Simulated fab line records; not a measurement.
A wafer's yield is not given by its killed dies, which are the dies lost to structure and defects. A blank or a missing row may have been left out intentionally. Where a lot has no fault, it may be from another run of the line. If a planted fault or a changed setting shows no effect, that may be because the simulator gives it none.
fab line records | flow n5Finfet
record: lots: 7 | wafers: 39
route steps=1938 shown TV_OPEN@1887 PASSIVATION@1934
startH: start of the lot's first displayed wafer, in hours after the record's first day | waitH: time in hours since the lot's previous step | " repeats the value in the row above | L1.1+2: a row that stands for several wafers | - either no value or no given start | * or withheld: withheld | < > ~ a bound
route shown NAME@n: a module of which the file shows steps, and the number in the route of the first | usual: mean and standard deviation over wafers with no fault | same: alike in all rows | chamber/n: place in a boat | sites: each site's reading | _std_site: the standard deviation of these | _edge_site: mean of outer sites minus mean of inner sites | radiusMm: for every site, how far away it sits from the centre of the wafer | mask NAME#n: copy n | behind: tool/chamber where the wafer was last shaped | hold: what put the lot on hold/how long, in hours/how the hold closed | device: whichever transistor did not switch (one of n, p or np) | end of line: the route-end tests of the same wafers | a step given without rows: its recipe and nothing more | killed: dies lost to structure and defects at the first sort, not the wafer's yield | map: shows each die of a wafer: x if killed, . if not, _ if none is there
set.NAME: the run value of the setting; set.NAME@STEP: its run value at that earlier step | model.NAME: the simulator's own value behind a step, which no gauge read
lots where settings were altered on purpose, with a table for each step and a row for each wafer
== steps ==
step: N5_PASSIVATION_PASS_ETCH_74
recipe: chemistry: CF4/O2 | target: SiNx | targetDepthA: 2200 | timeS: 110 | ionEnergyEv: 100 | pressureMtorr: 40 | sourceW: 535 | biasW: 49 | Ar_flow_sccm: 100 | cf4FlowSccm: 100 | O2_flow_sccm: 10
lot.wafer | tool       | chamber | startH | waitH | set.targetDepthA | model.etch.depthNm | model.TV_OPEN.cdOffsetNm
L078.1    | rieDiel-01 | 0       | 324.40 | 0.0   | 999.9            | 98.64              | 5
L078.2    | "          | 1       | "      | "     | 999.9            | 97.98              | 5.8
L078.3    | "          | 2       | "      | "     | 2200             | 213.9              | -0.2
L078.4    | "          | 3       | "      | "     | 2200             | 230.8              | -0.8
L078.5    | "          | 0       | "      | "     | 2200             | 217                | -0.2
L078.6    | "          | 1       | "      | "     | 999.9            | 97.71              | 5.6
L080.1    | rieDiel-01 | 1       | 328.41 | 0.0   | 2200             | 216.6              | 0.8
L080.2    | "          | 3       | "      | "     | 2200             | 230.5              | -0.4
L080.3    | "          | 0       | "      | "     | 2200             | 217.1              | 0.4
L080.4    | "          | 2       | "      | "     | 2200             | 215.9              | 0.2
L080.5    | "          | 3       | "      | "     | 2200             | 229.8              | -0.4
L080.6    | "          | 2       | "      | "     | 2200             | 216                | 0.2
L079.1    | rieDiel-01 | 3       | 328.97 | 0.0   | 2200             | 232.4              | -0.4
L079.2    | "          | 1       | "      | "     | 2200             | 219.1              | 0.8
L079.3    | "          | 0       | "      | "     | 1192             | 117.3              | 4.4
L079.4    | "          | 2       | "      | "     | 1192             | 117.6              | 4.6
L079.5    | "          | 0       | "      | "     | 1192             | 118                | 4.6
L079.6    | "          | 3       | "      | "     | 2200             | 234.3              | -0.4
L089.3    | rieDiel-01 | 2       | 383.91 | 0.0   | 2200             | 216.5              | 0.2
L089.4    | "          | 2       | "      | "     | 2200             | 215.9              | 0.4
L089.5    | "          | 1       | "      | "     | 2200             | 217                | 0.8
L088.1    | rieDiel-01 | 2       | 390.75 | 0.1   | 2758             | 271.4              | -2.4
L088.2    | "          | 0       | "      | "     | 2200             | 216.8              | 0
L088.3    | "          | 0       | "      | "     | 2758             | 274.4              | -2
L088.4    | "          | 2       | "      | "     | 2200             | 217.8              | 0.4
L088.5    | "          | 0       | "      | "     | 2758             | 270.5              | -2.4
L088.6    | "          | 2       | "      | "     | 2200             | 218                | 0.6
L090.1    | rieDiel-03 | 3       | 407.48 | 0.0   | 2200             | 229.6              | -1.2
L090.2    | "          | 1       | "      | "     | 2200             | 221.3              | -0.4
L090.3    | "          | 0       | "      | "     | 1330             | 133.7              | 4.2
L090.4    | "          | 2       | "      | "     | 1330             | 127.7              | 4.6
L090.5    | "          | 0       | "      | "     | 1330             | 133                | 4
L090.6    | "          | 1       | "      | "     | 2200             | 220.9              | -0.4
L095.1    | rieDiel-03 | 2       | 426.91 | 0.0   | 2200             | 211.3              | 1
L095.2    | "          | 1       | "      | "     | 2200             | 221.7              | -0.6
L095.3    | "          | 3       | "      | "     | 2200             | 227.3              | -0.6
L095.4    | "          | 0       | "      | "     | 2200             | 219.8              | 0.2
L095.5    | "          | 3       | "      | "     | 2200             | 229.2              | -0.8
L095.6    | "          | 2       | "      | "     | 2200             | 211.3              | 0.8
step: N5_PASSIVATION_VIA_ETCH_13
recipe: chemistry: CHF3/O2 | target: SiO2 | targetDepthA: 6600 | CHF3_flow_sccm: 50 | O2_flow_sccm: 5 | Ar_flow_sccm: 200 | timeS: 330 | maskMaterial: PR | pressureMtorr: 30 | sourceW: 650 | biasW: 170 | ionEnergyEv: 200 | ends: cleared
step: N5_PASSIVATION_STRIP_14
recipe: chemistry: O2 | powerW: 600 | tempC: 60 | pressureMtorr: 30 | rfFrequencyHz: 6e+07 | biasPowerW: 0 | overashFraction: 0.5 | o2FlowSccm: 225
step: N5_PASSIVATION_SRD_72
recipe: dry: ipaMarangoni | timeS: 30 | tempC: 23 | rinseLiquid: diw
step: N5_PASSIVATION_ANNEAL_56
recipe: tempC: 400 | timeS: 1800 | ambient: FGA | idleTempC: 300 | rampUpCPerMin: 5 | rampDownCPerMin: 3
step: N5_PASSIVATION_PROBE_49
usual: defectLimitedYield: 91.6/1.4 | killed_at_M0_to_M3: 33/10 | killed_at_M4_up: 13/5.3 | killedAtContacts: 13/5.9 | killedAtFrontEnd: 36/12 | killedAtOther: 4/3.1 | killedDies: 99/16 | killedOpen: 65/13 | killedShort: 32/7.3 | sort_bin_4_leakage: 0/0 | sort_bin_5_function: 4.9/0.9 | sort_bin_6_memory: 3.1/0.66 | sort_bin_8_speed: 0.0/0.42 | sortNPass: 1081/17
same: grossDies: 1180 | killedAtBackSide: 0
lot.wafer | tool      | chamber | startH | waitH | set.targetDepthA@PASSIVATION_PASS_ETCH_74 | defectLimitedYield[%] | killed_at_M0_to_M3 | killed_at_M4_up | killedAtContacts | killedAtFrontEnd | killedAtOther | killedDies | killedOpen | killedShort | sort_bin_4_leakage[%] | sort_bin_5_function[%] | sort_bin_6_memory[%] | sort_bin_8_speed[%] | sortNPass
L078.1    | prober-01 | -       | 331.51 | 0.0   | 999.9                                     | 4.7                   | 22                 | 18              | 16               | 75               | 994           | 1125       | 81         | 52          | 4.58                  | 90.6                   | 4.5                  | 0                   | 1
L078.2    | prober-01 | -       | 331.56 | 0.1   | 999.9                                     | 3.1                   | 50                 | 21              | 10               | 36               | 1027          | 1144       | 76         | 38          | 0                     | 91.6                   | 4.2                  | 0.3                 | 36
L078.3    | prober-01 | -       | 331.61 | 0.1   | 2200                                      | 78.8                  | 32                 | 119             | 28               | 56               | 15            | 250        | 99         | 39          | 68.39                 | 6.8                    | 4.6                  | 9.4                 | 123
L078.4    | prober-01 | -       | 331.66 | 0.2   | 2200                                      | 86.1                  | 22                 | 75              | 19               | 46               | 2             | 164        | 73         | 34          | 0                     | 5.3                    | 3.6                  | 4.6                 | 1016
L078.5    | prober-01 | -       | 331.71 | 0.2   | 2200                                      | 90.2                  | 34                 | 14              | 27               | 39               | 2             | 116        | 88         | 27          | 89.15                 | 6.0                    | 3.6                  | 0                   | 12
L078.6    | prober-01 | -       | 331.76 | 0.3   | 999.9                                     | 8.3                   | 33                 | 22              | 10               | 30               | 987           | 1082       | 61         | 35          | 0                     | 88.1                   | 3.0                  | 0                   | 98
L080.1    | prober-02 | -       | 335.16 | 0.0   | 2200                                      | 76.3                  | 189                | 8               | 7                | 71               | 5             | 280        | 67         | 36          | 0                     | 18.1                   | 3.3                  | 0                   | 900
L080.2    | prober-02 | -       | 335.21 | 0.1   | 2200                                      | 83.4                  | 136                | 11              | 13               | 34               | 2             | 196        | 62         | 33          | 0                     | 12.8                   | 3.6                  | 83.4                | 0
L080.3    | prober-02 | -       | 335.26 | 0.1   | 2200                                      | 86.8                  | 42                 | 57              | 15               | 41               | 1             | 156        | 79         | 30          | 0                     | 5.6                    | 3.8                  | 86.8                | 0
L080.4    | prober-02 | -       | 335.31 | 0.2   | 2200                                      | 79.0                  | 186                | 20              | 11               | 28               | 3             | 248        | 54         | 33          | 0                     | 17.4                   | 3.0                  | 79.0                | 0
L080.5    | prober-02 | -       | 335.36 | 0.2   | 2200                                      | 91.4                  | 32                 | 10              | 19               | 38               | 2             | 101        | 74         | 27          | 0                     | 5.2                    | 2.8                  | 0                   | 1079
L080.6    | prober-02 | -       | 335.41 | 0.3   | 2200                                      | 92.1                  | 30                 | 9               | 15               | 36               | 3             | 93         | 68         | 22          | 0                     | 4.2                    | 3.4                  | 0                   | 1087
L079.1    | prober-01 | -       | 336.55 | 0.0   | 2200                                      | 91.8                  | 32                 | 17              | 17               | 31               | 0             | 97         | 70         | 18          | 91.78                 | 4.4                    | 3.1                  | 0                   | 0
L079.2    | prober-01 | -       | 336.60 | 0.1   | 2200                                      | 91.6                  | 51                 | 14              | 12               | 22               | 0             | 99         | 68         | 31          | 91.61                 | 4.9                    | 3.3                  | 0                   | 0
L079.3    | prober-01 | -       | 336.65 | 0.1   | 1192                                      | 45.6                  | 50                 | 18              | 5                | 32               | 537           | 642        | 73         | 33          | 0                     | 50.6                   | 3.6                  | 0                   | 538
L079.4    | prober-01 | -       | 336.70 | 0.2   | 1192                                      | 41.9                  | 30                 | 12              | 11               | 33               | 600           | 686        | 50         | 36          | 0                     | 55.1                   | 2.7                  | 0                   | 494
L079.5    | prober-01 | -       | 336.75 | 0.2   | 1192                                      | 34.1                  | 41                 | 16              | 16               | 26               | 679           | 778        | 71         | 27          | 34.07                 | 62.3                   | 3.4                  | 0                   | 0
L079.6    | prober-01 | -       | 336.80 | 0.3   | 2200                                      | 91.4                  | 46                 | 12              | 10               | 24               | 9             | 101        | 74         | 27          | 0                     | 5.7                    | 2.6                  | 0                   | 1079
L089.3    | prober-02 | -       | 391.47 | 0.1   | 2200                                      | 93.6                  | 28                 | 9               | 8                | 21               | 9             | 75         | 37         | 37          | 0                     | 4.3                    | 1.8                  | 0                   | 1105
L089.4    | prober-02 | -       | 391.52 | 0.2   | 2200                                      | 92.0                  | 33                 | 3               | 18               | 36               | 4             | 94         | 58         | 36          | 0                     | 4.7                    | 3.1                  | 0                   | 1086
L089.5    | prober-02 | -       | 391.57 | 0.2   | 2200                                      | 91.4                  | 31                 | 8               | 19               | 39               | 4             | 101        | 57         | 39          | 0                     | 4.7                    | 3.3                  | 0                   | 1079
L088.1    | prober-01 | -       | 397.92 | 0.0   | 2758                                      | 89.4                  | 35                 | 16              | 20               | 54               | 0             | 125        | 77         | 36          | 0                     | 6.2                    | 3.5                  | 0.3                 | 1055
L088.2    | prober-01 | -       | 397.97 | 0.1   | 2200                                      | 92.6                  | 14                 | 13              | 18               | 41               | 1             | 87         | 59         | 27          | 0                     | 4.4                    | 2.5                  | 49.9                | 505
L088.3    | prober-01 | -       | 398.02 | 0.1   | 2758                                      | 92.5                  | 13                 | 10              | 18               | 45               | 2             | 88         | 49         | 37          | 0                     | 4.7                    | 2.5                  | 91.1                | 17
L088.4    | prober-01 | -       | 398.07 | 0.2   | 2200                                      | 91.5                  | 25                 | 9               | 28               | 35               | 3             | 100        | 69         | 29          | 0                     | 4.9                    | 3.2                  | 91.5                | 0
L088.5    | prober-01 | -       | 398.12 | 0.2   | 2758                                      | 92.5                  | 22                 | 13              | 17               | 34               | 3             | 89         | 63         | 24          | 0                     | 4.2                    | 3.1                  | 0                   | 1091
L088.6    | prober-01 | -       | 398.17 | 0.3   | 2200                                      | 91.2                  | 22                 | 17              | 21               | 40               | 4             | 104        | 52         | 45          | 0                     | 4.5                    | 3.5                  | 0.3                 | 1076
L090.1    | prober-02 | -       | 414.47 | 0.0   | 2200                                      | 0                     | 29                 | 1073            | 6                | 68               | 4             | 1180       | 83         | 38          | 0                     | 95.9                   | 4.0                  | 0                   | 0
L090.2    | prober-02 | -       | 414.52 | 0.1   | 2200                                      | 91.4                  | 26                 | 19              | 8                | 47               | 2             | 102        | 78         | 23          | 0                     | 4.8                    | 3.7                  | 91.4                | 0
L090.3    | prober-02 | -       | 414.57 | 0.1   | 1330                                      | 86.1                  | 40                 | 27              | 10               | 32               | 55            | 164        | 77         | 32          | 0                     | 10.0                   | 3.6                  | 0                   | 1016
L090.4    | prober-02 | -       | 414.62 | 0.2   | 1330                                      | 0                     | 41                 | 1086            | 12               | 36               | 5             | 1180       | 75         | 32          | 0                     | 95.9                   | 4.0                  | 0                   | 0
L090.5    | prober-02 | -       | 414.67 | 0.2   | 1330                                      | 0                     | 35                 | 1097            | 16               | 30               | 2             | 1180       | 66         | 20          | 0                     | 96.6                   | 3.4                  | 0                   | 0
L090.6    | prober-02 | -       | 414.72 | 0.3   | 2200                                      | 87.9                  | 29                 | 30              | 23               | 60               | 1             | 143        | 84         | 37          | 0                     | 5.9                    | 4.2                  | 89.5                | 0
L095.1    | prober-02 | -       | 433.72 | 0.0   | 2200                                      | 93.3                  | 39                 | 11              | 7                | 20               | 2             | 79         | 53         | 25          | 93.31                 | 3.8                    | 2.6                  | 0                   | 0
L095.2    | prober-02 | -       | 433.77 | 0.1   | 2200                                      | 0                     | 35                 | 1096            | 10               | 38               | 1             | 1180       | 71         | 30          | 0                     | 97.3                   | 2.2                  | 0                   | 0
L095.3    | prober-02 | -       | 433.82 | 0.1   | 2200                                      | 90.3                  | 43                 | 21              | 13               | 33               | 4             | 114        | 75         | 36          | 0                     | 5.3                    | 3.9                  | 0                   | 1066
L095.4    | prober-02 | -       | 433.87 | 0.2   | 2200                                      | 0                     | 30                 | 1097            | 7                | 43               | 3             | 1180       | 53         | 40          | 0                     | 96.9                   | 2.6                  | 0                   | 0
L095.5    | prober-02 | -       | 433.92 | 0.2   | 2200                                      | 0                     | 35                 | 1098            | 13               | 32               | 2             | 1180       | 60         | 30          | 0                     | 97.3                   | 2.4                  | 0                   | 0
L095.6    | prober-02 | -       | 433.97 | 0.3   | 2200                                      | 90.8                  | 48                 | 21              | 5                | 30               | 4             | 108        | 76         | 31          | 0                     | 5.5                    | 3.3                  | 0                   | 1072
killed by level:class
L078.1 TV_OPEN:areaEtch=988 FIN_SAQP:geometricParticle:short=22 FIN_SAQP:geometricParticle:open=14 MOL_CONTACT_COAG:geometricParticle:open=13 BEOL_M4:geometricParticle:open=11 STI_FIN_REVEAL:geometricParticle:open=10 DUMMY_GATE:geometricParticle:open=7 BEOL_M2:geometricParticle:open=5
L078.2 TV_OPEN:areaEtch=1022 MOL_CONTACT_COAG:geometricParticle:open=9 BEOL_M2:geometricParticle:open=9 BEOL_M2:geometricParticle:short=8 FIN_SAQP:geometricParticle:open=7 FIN_SAQP:geometricParticle:short=6 BEOL_M1:geometricParticle:open=6 STI_FIN_REVEAL:geometricParticle:open=5
L078.3 BEOL_M11:areaEcd=111 MOL_CONTACT_COAG:geometricParticle:open=20 DUMMY_GATE:geometricParticle:open=18 STI_FIN_REVEAL:geometricParticle:open=12 BEOL_M3:geometricParticle:open=9 MOL_CONTACT_COAG:geometricParticle:short=7 BEOL_M0_SAQP:geometricParticle:open=6 BEOL_M2:geometricParticle:open=5
L078.4 BEOL_M11:areaEcd=54 MOL_CONTACT_COAG:geometricParticle:open=13 STI_FIN_REVEAL:geometricParticle:open=12 FIN_SAQP:geometricParticle:short=8 FIN_SAQP:geometricParticle:open=7 MOL_CONTACT_COAG:geometricParticle:short=6 BEOL_M0_SAQP:geometricParticle:open=6 DUMMY_GATE:geometricParticle:open=5
L078.5 MOL_CONTACT_COAG:geometricParticle:open=23 BEOL_M1:geometricParticle:open=11 STI_FIN_REVEAL:geometricParticle:open=10 DUMMY_GATE:geometricParticle:open=10 BEOL_M4:geometricParticle:open=8 BEOL_M2:geometricParticle:open=5 BEOL_M3:geometricParticle:open=5 ILD0:geometricParticle:open=4
L078.6 TV_OPEN:areaEtch=983 BEOL_M1:geometricParticle:open=11 STI_FIN_REVEAL:geometricParticle:open=9 MOL_CONTACT_COAG:geometricParticle:open=8 BEOL_M4:geometricParticle:open=7 BEOL_M4:geometricParticle:short=6 DUMMY_GATE:geometricParticle:open=6 BEOL_M0_SAQP:geometricParticle:short=4
L080.1 BEOL_M1:areaOpen=153 HKMG_FIN:areaEtch=23 FIN_SAQP:geometricParticle:open=15 FIN_SAQP:geometricParticle:short=11 BEOL_M0_SAQP:geometricParticle:short=9 BEOL_M0_SAQP:geometricParticle:open=9 STI_FIN_REVEAL:geometricParticle:open=6 MOL_CONTACT_COAG:geometricParticle:open=6
L080.2 BEOL_M1:areaOpen=101 BEOL_M0_SAQP:geometricParticle:open=10 MOL_CONTACT_COAG:geometricParticle:open=10 BEOL_M2:geometricParticle:open=8 FIN_SAQP:geometricParticle:open=6 BEOL_M1:geometricParticle:short=6 STARTING-WAFER:geometricParticle:open=6 FIN_SAQP:geometricParticle:short=5
L080.3 BEOL_M8:areaDep=45 STI_FIN_REVEAL:geometricParticle:open=13 MOL_CONTACT_COAG:geometricParticle:open=12 BEOL_M2:geometricParticle:open=9 FIN_SAQP:geometricParticle:open=8 BEOL_M1:geometricParticle:open=8 BEOL_M0_SAQP:geometricParticle:short=8 BEOL_M3:geometricParticle:open=7
L080.4 BEOL_M1:areaOpen=155 MOL_CONTACT_COAG:geometricParticle:open=7 GATE_CUT:geometricParticle:short=6 BEOL_M1:geometricParticle:open=6 BEOL_M3:geometricParticle:open=6 FIN_SAQP:geometricParticle:short=5 FIN_SAQP:geometricParticle:open=5 BEOL_M4:geometricParticle:open=5
L080.5 MOL_CONTACT_COAG:geometricParticle:open=15 BEOL_M0_SAQP:geometricParticle:open=9 BEOL_M2:geometricParticle:open=8 FIN_SAQP:geometricParticle:open=7 STI_FIN_REVEAL:geometricParticle:open=7 BEOL_M0_SAQP:geometricParticle:short=6 DUMMY_GATE:geometricParticle:open=5 FIN_SAQP:geometricParticle:short=4
L080.6 MOL_CONTACT_COAG:geometricParticle:open=12 BEOL_M2:geometricParticle:open=10 FIN_SAQP:geometricParticle:open=9 BEOL_M1:geometricParticle:open=8 STI_FIN_REVEAL:geometricParticle:open=7 GATE_CUT:geometricParticle:short=4 BEOL_M0_SAQP:geometricParticle:open=4 BEOL_M5:geometricParticle:open=4
L079.1 BEOL_M2:geometricParticle:open=14 MOL_CONTACT_COAG:geometricParticle:open=14 FIN_SAQP:geometricParticle:open=9 BEOL_M1:geometricParticle:open=9 BEOL_M4:geometricParticle:open=8 HKMG_FIN:areaEtch=8 STARTING-WAFER:geometricParticle:open=4 BEOL_M0_SAQP:geometricParticle:short=4
L079.2 BEOL_M2:geometricParticle:open=20 MOL_CONTACT_COAG:geometricParticle:open=12 BEOL_M0_SAQP:geometricParticle:short=12 FIN_SAQP:geometricParticle:short=9 BEOL_M0_SAQP:geometricParticle:open=9 BEOL_M4:geometricParticle:open=8 FIN_SAQP:geometricParticle:open=6 BEOL_M3:geometricParticle:open=3
L079.3 TV_OPEN:areaEtch=535 FIN_SAQP:geometricParticle:open=12 FIN_SAQP:geometricParticle:short=10 BEOL_M2:geometricParticle:open=10 BEOL_M0_SAQP:geometricParticle:open=8 BEOL_M0:geometricParticle:open=8 BEOL_M0_SAQP:geometricParticle:short=7 BEOL_M5:geometricParticle:open=7
L079.4 TV_OPEN:areaEtch=599 FIN_SAQP:geometricParticle:short=10 MOL_CONTACT_COAG:geometricParticle:open=8 BEOL_M2:geometricParticle:open=8 FIN_SAQP:geometricParticle:open=7 BEOL_M0_SAQP:geometricParticle:short=6 BEOL_M0_SAQP:geometricParticle:open=6 GATE_CUT:geometricParticle:short=4
L079.5 TV_OPEN:areaEtch=679 MOL_CONTACT_COAG:geometricParticle:open=13 BEOL_M2:geometricParticle:open=12 BEOL_M4:geometricParticle:open=10 BEOL_M0_SAQP:geometricParticle:open=9 BEOL_M0_SAQP:geometricParticle:short=8 FIN_SAQP:geometricParticle:short=6 BEOL_M1:geometricParticle:open=6
L079.6 BEOL_M2:geometricParticle:open=17 BEOL_M0_SAQP:geometricParticle:open=10 FIN_SAQP:geometricParticle:open=9 MOL_CONTACT_COAG:geometricParticle:open=8 BEOL_M4:geometricParticle:open=7 BEOL_M1:geometricParticle:open=6 FIN_SAQP:geometricParticle:short=5 BEOL_M0_SAQP:geometricParticle:short=5
L089.3 BEOL_M0_SAQP:geometricParticle:open=7 BEOL_M0_SAQP:geometricParticle:short=6 BEOL_M3:geometricParticle:open=5 FIN_SAQP:geometricParticle:open=4 MOL_CONTACT_COAG:geometricParticle:short=4 MOL_CONTACT_COAG:geometricParticle:open=4 BEOL_M5:geometricParticle:open=3 GATE_CUT:geometricParticle:short=3
L089.4 MOL_CONTACT_COAG:geometricParticle:open=12 BEOL_M3:geometricParticle:open=9 GATE_CUT:geometricParticle:short=6 MOL_CONTACT_COAG:geometricParticle:short=6 BEOL_M0_SAQP:geometricParticle:open=6 BEOL_M1:geometricParticle:open=6 FIN_SAQP:geometricParticle:short=5 STI_FIN_REVEAL:geometricParticle:open=5
L089.5 MOL_CONTACT_COAG:geometricParticle:open=13 STI_FIN_REVEAL:geometricParticle:open=11 BEOL_M1:geometricParticle:open=9 BEOL_M0_SAQP:geometricParticle:short=7 FIN_SAQP:geometricParticle:short=6 MOL_CONTACT_COAG:geometricParticle:short=6 BEOL_M0_SAQP:geometricParticle:open=6 BEOL_M3:geometricParticle:short=5
L088.1 MOL_CONTACT_COAG:geometricParticle:open=19 FIN_SAQP:geometricParticle:open=13 BEOL_M0_SAQP:geometricParticle:short=11 FIN_SAQP:geometricParticle:short=10 BEOL_M0_SAQP:geometricParticle:open=9 DUMMY_GATE:geometricParticle:open=6 GATE_CUT:geometricParticle:short=6 HKMG_FIN:areaEtch=6
L088.2 MOL_CONTACT_COAG:geometricParticle:open=13 DUMMY_GATE:geometricParticle:open=8 STI_FIN_REVEAL:geometricParticle:open=7 BEOL_M1:geometricParticle:open=7 GATE_CUT:geometricParticle:short=6 FIN_SAQP:geometricParticle:open=5 MOL_CONTACT_COAG:geometricParticle:short=5 BEOL_M5:geometricParticle:open=5
L088.3 FIN_SAQP:geometricParticle:short=19 MOL_CONTACT_COAG:geometricParticle:open=16 FIN_SAQP:geometricParticle:open=5 DUMMY_GATE:geometricParticle:open=4 GATE_CUT:geometricParticle:short=4 BEOL_M2:geometricParticle:open=4 STI_FIN_REVEAL:geometricParticle:open=3 STARTING-WAFER:geometricParticle:open=3
L088.4 MOL_CONTACT_COAG:geometricParticle:open=22 DUMMY_GATE:geometricParticle:open=7 FIN_SAQP:geometricParticle:open=6 MOL_CONTACT_COAG:geometricParticle:short=6 STI_FIN_REVEAL:geometricParticle:open=5 BEOL_M0:geometricParticle:open=5 BEOL_M1:geometricParticle:short=4 BEOL_M1:geometricParticle:open=4
L088.5 MOL_CONTACT_COAG:geometricParticle:open=15 STI_FIN_REVEAL:geometricParticle:open=7 DUMMY_GATE:geometricParticle:open=7 GATE_CUT:geometricParticle:short=5 BEOL_M0:geometricParticle:open=5 BEOL_M3:geometricParticle:open=5 BEOL_M4:geometricParticle:open=4 BEOL_M5:geometricParticle:open=4
L088.6 FIN_SAQP:geometricParticle:short=19 MOL_CONTACT_COAG:geometricParticle:open=15 BEOL_M0_SAQP:geometricParticle:short=10 FIN_SAQP:geometricParticle:open=9 MOL_CONTACT_COAG:geometricParticle:short=6 BEOL_M5:geometricParticle:open=6 BEOL_M0_SAQP:geometricParticle:open=5 PASS1_CAP:geometricParticle:short=4
L090.1 BEOL_M8:areaEtch=1059 STI_FIN_REVEAL:geometricParticle:open=27 FIN_SAQP:geometricParticle:short=9 ILD0:geometricParticle:open=6 BEOL_M3:geometricParticle:open=6 ILD0:geometricParticle:short=5 MOL_CONTACT_COAG:geometricParticle:open=5 BEOL_M4:geometricParticle:open=5
L090.2 STI_FIN_REVEAL:geometricParticle:open=16 FIN_SAQP:geometricParticle:open=10 BEOL_M1:geometricParticle:open=10 MOL_CONTACT_COAG:geometricParticle:open=8 BEOL_M4:geometricParticle:open=8 BEOL_M2:geometricParticle:open=6 STI_FIN_REVEAL:geometricParticle:short=4 GATE_CUT:geometricParticle:short=4
L090.3 TV_OPEN:areaEtch=54 BEOL_M2:geometricParticle:open=11 MOL_CONTACT_COAG:geometricParticle:open=8 BEOL_M4:geometricParticle:open=8 BEOL_M0_SAQP:geometricParticle:open=7 STI_FIN_REVEAL:geometricParticle:open=6 BEOL_M1:geometricParticle:open=6 BEOL_M3:geometricParticle:open=5
L090.4 BEOL_M8:areaEtch=1072 STI_FIN_REVEAL:geometricParticle:open=10 BEOL_M2:geometricParticle:open=10 MOL_CONTACT_COAG:geometricParticle:open=9 BEOL_M1:geometricParticle:open=7 BEOL_M3:geometricParticle:open=6 FIN_SAQP:geometricParticle:short=5 BEOL_M0_SAQP:geometricParticle:short=5
L090.5 BEOL_M8:areaEtch=1092 STI_FIN_REVEAL:geometricParticle:open=12 MOL_CONTACT_COAG:geometricParticle:open=12 BEOL_M3:geometricParticle:open=10 BEOL_M2:geometricParticle:open=7 BEOL_M0_SAQP:geometricParticle:open=6 MOL_CONTACT_COAG:geometricParticle:short=4 BEOL_M1:geometricParticle:open=4
L090.6 STI_FIN_REVEAL:geometricParticle:open=23 BEOL_M9:areaEcd=19 MOL_CONTACT_COAG:geometricParticle:open=17 BEOL_M2:geometricParticle:open=8 BEOL_M0_SAQP:geometricParticle:open=7 FIN_SAQP:geometricParticle:short=6 GATE_CUT:geometricParticle:short=6 MOL_CONTACT_COAG:geometricParticle:short=6
L095.1 BEOL_M0_SAQP:geometricParticle:open=11 BEOL_M0_SAQP:geometricParticle:short=11 FIN_SAQP:geometricParticle:open=7 MOL_CONTACT_COAG:geometricParticle:open=7 DUMMY_GATE:geometricParticle:open=5 BEOL_M4:geometricParticle:open=5 BEOL_M3:geometricParticle:open=4 FIN_SAQP:geometricParticle:short=3
L095.2 BEOL_M9:areaEtch=1079 BEOL_M2:geometricParticle:open=14 FIN_SAQP:geometricParticle:short=10 BEOL_M4:geometricParticle:open=9 MOL_CONTACT_COAG:geometricParticle:open=8 FIN_SAQP:geometricParticle:open=7 DUMMY_GATE:geometricParticle:open=7 BEOL_M0_SAQP:geometricParticle:short=5
L095.3 BEOL_M0_SAQP:geometricParticle:short=14 MOL_CONTACT_COAG:geometricParticle:open=12 BEOL_M4:geometricParticle:open=9 BEOL_M0_SAQP:geometricParticle:open=8 BEOL_M2:geometricParticle:open=8 FIN_SAQP:geometricParticle:open=5 DUMMY_GATE:geometricParticle:open=5 BEOL_M1:geometricParticle:open=5
L095.4 BEOL_M9:areaEtch=1087 FIN_SAQP:geometricParticle:short=12 BEOL_M0_SAQP:geometricParticle:short=12 BEOL_M0_SAQP:geometricParticle:open=10 STARTING-WAFER:geometricParticle:open=8 BEOL_M4:geometricParticle:open=6 FIN_SAQP:geometricParticle:open=5 MOL_CONTACT_COAG:geometricParticle:open=5
L095.5 BEOL_M8:areaEtch=1088 MOL_CONTACT_COAG:geometricParticle:open=13 BEOL_M3:geometricParticle:open=10 BEOL_M0_SAQP:geometricParticle:open=9 BEOL_M0_SAQP:geometricParticle:short=9 FIN_SAQP:geometricParticle:open=7 FIN_SAQP:geometricParticle:short=7 STARTING-WAFER:geometricParticle:open=6
L095.6 BEOL_M0_SAQP:geometricParticle:open=20 BEOL_M0_SAQP:geometricParticle:short=11 DUMMY_GATE:geometricParticle:open=9 BEOL_M1:geometricParticle:open=8 BEOL_M4:geometricParticle:open=7 BEOL_M7:geometricParticle:open=7 STI_FIN_REVEAL:geometricParticle:open=6 MOL_CONTACT_COAG:geometricParticle:open=5
== key ==
split: step: N5_PASSIVATION_PASS_ETCH_74 | setting: targetDepthA | stated: 2200 | by: wafer
response: step: N5_PASSIVATION_PASS_ETCH_74 | reading: model.etch.depthNm | change: +2.31 | per: 1% | r: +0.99
response: step: N5_PASSIVATION_PASS_ETCH_74 | reading: model.TV_OPEN.cdOffsetNm | change: -0.108 | per: 1% | r: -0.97
response: step: N5_PASSIVATION_PROBE_49 | reading: killedAtOther | shape: bent | atLowest: 1003 | atStated: 3 | atHighest: 2
